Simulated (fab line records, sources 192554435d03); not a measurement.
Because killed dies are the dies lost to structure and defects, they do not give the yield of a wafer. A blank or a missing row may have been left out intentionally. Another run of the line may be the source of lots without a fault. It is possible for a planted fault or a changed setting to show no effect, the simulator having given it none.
Matching of chambers	flow n5 finfet	3 sister chambers for N5_BEOL_M4_ILD_DEP_00 on pecvd-01
The step deposits SiOC from DEMS/O2, target thk 79 nm, time 15.3 s. 6 wafers are shown with their chamber, then 7 later ones without.

== WAFERS WITH THEIR CHAMBER ==
wafer	chamber	heater power w (W)	throttle valve pct (%)
L080.3	2	719	11.6
L085.3	1	387	12.0
L085.5	2	662	11.4
L085.6	0	491	11.4
L088.3	1	411	11.9
L088.5	0	457	11.4

== WAFERS WITHOUT THEIR CHAMBER ==
wafer	heater power w (W)	throttle valve pct (%)
L088.6	732	11.4
L090.1	559	11.2
L090.3	386	12.1
L090.6	394	12.0
L092.2	439	12.0
L092.3	661	11.3
L092.6	570	11.5

== WHICH CHAMBER EACH WENT THROUGH ==
wafer	from the rows above	in truth
L088.6	2	2
L090.1	can't be placed: 0 or 2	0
L090.3	1	1
L090.6	1	1
L092.2	1	1
L092.3	2	2
L092.6	can't be placed: 0 or 2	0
Correct placement for 5 of the 7. Cannot be placed on the basis of these rows: 2; the candidates contain the true chamber in 2. Number placed wrongly: 0.
How it was worked out, from the rows above alone: a wafer's distance from a chamber is the root of the sum, over the readings, of the square of ((its reading less the chamber's mean) divided by the reading's scatter). If the next closest chamber is less than 2 further off than the closest, the wafer can't be placed; otherwise it belongs to the closest. The mean given for a chamber averages the wafers shown for that chamber. The scatter is the square root of a quotient: the sum, over the shown wafers, of each reading's squared deviation from its chamber's mean, divided by wafers minus chambers.
